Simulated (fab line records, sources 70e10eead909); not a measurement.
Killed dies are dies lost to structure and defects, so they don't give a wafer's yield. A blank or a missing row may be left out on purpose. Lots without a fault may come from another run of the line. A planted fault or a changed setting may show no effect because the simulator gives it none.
One fault seen from 3 desks | flow nand_harc | each desk has only its own numbers; what lay behind them comes last

THE METROLOGY DESK
What the gauges read, lot by lot, whatever tool the lot ran on: means of the sampled wafers that have a number. A lot is out of limits, marked OUT, if its mean lies more than 4 standard deviations from the usual mean; the brackets give that distance.
Columns: A = thk_nm at NHARC_A_CHANNEL_FILL_D1_THK_MEAS_06, usual 5.1 nm
lot  | first seen here | A
L172 | day 10 18:44    | 4.9
L173 | day 10 18:44    | 4.0
L181 | day 14 20:30    | 6.8
L183 | day 15 05:33    | 4.6
L185 | day 16 09:14    | 4.2
L189 | day 17 21:35    | 3.8
This desk's finding: nothing out of limits on any of the 6 lots.

THE TOOL OWNER'S DESK: rie_si-02
The tool's own readings at NHARC_A_DECK1_JOINT_ETCHBACK_07 (etches the open film in HBr, target depth 105 nm, time 26.9 s): means of the sampled wafers that have a number, for each lot that ran on this tool. A lot is out of limits, marked OUT, if its mean lies more than 4 standard deviations from the usual mean; the brackets give that distance.
Columns: A = drypump_motor_current_A at NHARC_A_DECK1_JOINT_ETCHBACK_07, usual 5.6 A; B = oes_product_au at NHARC_A_DECK1_JOINT_ETCHBACK_07, usual 1.002 a.u.; C = rf_fwd_power_W at NHARC_A_DECK1_JOINT_ETCHBACK_07, usual 344.5 W; D = throttle_valve_pct at NHARC_A_DECK1_JOINT_ETCHBACK_07, usual 23.265 %
lot  | first seen here | A   | B                | C     | D
L173 | day 11 06:39    | 5.1 | 0.995            | 346.4 | 23.264
L181 | day 15 09:58    | 4.9 | 0.938 (-4.9) OUT | 345.4 | 23.277
L183 | day 15 17:45    | 4.9 | 0.941 (-4.7) OUT | 347.4 | 23.272
This desk's finding: out of limits on L181, L183; first on L181, day 15 09:58 (oes_product_au at NHARC_A_DECK1_JOINT_ETCHBACK_07). In limits: L173.

THE DEFECT DESK
What the inspections along the route counted, lot by lot: means of the sampled wafers that have a number. A lot is out of limits, marked OUT, if its mean lies more than 4 standard deviations from the usual mean; the brackets give that distance.
Columns: A = raw_defect_count at NHARC_A_CHANNEL_FILL_D1_INSPECT_13, usual 344
lot  | first seen here | A
L172 | day 11 06:35    | 274
L173 | day 11 06:35    | 256
L181 | day 15 09:53    | 302
L183 | day 15 17:40    | 387
L185 | day 16 21:00    | 431
L189 | day 18 09:31    | 276
This desk's finding: nothing out of limits on any of the 6 lots.

PUT TOGETHER
The tool owner's desk could have raised an alarm at day 15 09:58, on L181, L183.
The metrology desk saw nothing out of limits.
The defect desk saw nothing out of limits.
The metrology desk has L181, L183 on record, within its limits.
The defect desk has L181, L183 on record, within its limits.
Of the lots named, all ran NHARC_A_DECK1_JOINT_ETCHBACK_07 on rie_si-02.

WHAT THE SIMULATOR HAD PUT IN
Process parameter drift: rie_si-02, from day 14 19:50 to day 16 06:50, at NHARC_A_DECK1_JOINT_ETCHBACK_07. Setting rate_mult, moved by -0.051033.
Lots struck among those shown: L181, L183.
Hours from the fault's start to each desk's first reading out of limits: the tool owner's desk, 14.
